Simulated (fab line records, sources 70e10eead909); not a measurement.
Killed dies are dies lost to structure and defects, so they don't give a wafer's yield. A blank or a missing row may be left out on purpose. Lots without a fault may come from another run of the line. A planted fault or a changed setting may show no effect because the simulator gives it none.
A struck lot beside a sound one | flow nand_harc | 14 steps out of a route of 1159
Sound: wafers L413.2, L413.4, L413.6. Struck: wafer L401.1. (L401.2 of the same lot was not struck and is left out.) The cause comes at the end.
At each step with rows: each side's tool, then ch and its chambers, then its first start. Under that, the readings that differ: sound wafers | struck wafers | difference of the means | sigmas: that difference in standard deviations of wafers without a fault.
alike: readings whose means differ by less than 2 such deviations, and words and numbers that are the same on both sides. not compared: withheld readings, readings that some wafer has no value for, bounds like >300 that may hide the same value, and numbers for which the record gives no deviation and whose values overlap.
The two part at a step that has a row with sigmas, a row that says differs or no value, or rows on one side only. Numbers that don't overlap but have no deviation are shown without sigmas and don't part them. A reading that every wafer of one side lacks parts them only if that side has two wafers or more.

NHARC_P_GATE_RTA_82: time 30 s.
  sound on rtp_anneal-01 ch 0, day 9 20:38; struck on rtp_anneal-01 ch 0, day 7 03:12
  alike: lamp_power_pct, wafer_temp_C_max
NHARC_P_GATE_INSPECT_68:
  sound on defect_inspect-02, day 9 20:48; struck on defect_inspect-01, day 7 03:24
  alike: raw_defect_count
NHARC_P_CONTACT_DEP_30: deposits SiNx, target thk 30 nm.
  sound on pecvd-03 ch 0,2, day 9 20:57; struck on pecvd-02 ch 0, day 7 03:28
  alike: heater_power_w
NHARC_P_CONTACT_DEP_00: deposits SiO2, target thk 500 nm.
  sound on pecvd-03 ch 0,2; struck on pecvd-02 ch 0
  alike: chamber_pressure_Torr, heater_power_w, throttle_valve_pct
NHARC_P_CONTACT_CMP_01: polishes SiO2, target thk 200 nm.
  sound on cmp-01 ch 0,1,3, day 9 21:38; struck on cmp-04 ch 0, day 7 04:13
  alike: motor_current_A
then, 6 steps without rows for these wafers: NHARC_P_CONTACT_SRD_03; NHARC_P_CONTACT_DEHYDRATE_04 (time 120 s); NHARC_P_CONTACT_HMDS_05 (time 30 s); NHARC_P_CONTACT_COAT_33 (time 75 s); NHARC_P_CONTACT_COAT_34 (time 65 s); NHARC_P_CONTACT_COAT_06 (resist thk 90 nm).
NHARC_P_CONTACT_SOFTBAKE_07: time 55 s.
  sound on litho_track-01 ch 0, day 9 21:00; struck on litho_track-01 ch 0, day 7 04:00
  reading                  | sound                | struck | difference | sigmas
  heater_power_total_W (W) | 188.45 188.41 188.62 | 222.48 | +33.99     | +99 or more
then, 1 step without rows for these wafers: NHARC_P_CONTACT_EBR_08.
-- the record jumps here: 13 days lie between the struck wafers' starts before and after (it left off in module P_CONTACT and takes up again in module END, whose first step shown is number 1159 of the route) --
NHARC_END_SORT_01:
  the record has rows for the struck wafers here (prober-01 ch 0, day 20 14:16) and none for the sound ones

WHERE THEY PART
First at NHARC_P_CONTACT_SOFTBAKE_07; last, within this record, at NHARC_END_SORT_01.

WHY: what the simulator had put in
Process parameter drift: litho_track-01, from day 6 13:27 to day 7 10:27, at NHARC_P_CONTACT_SOFTBAKE_07. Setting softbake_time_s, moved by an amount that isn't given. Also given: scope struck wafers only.
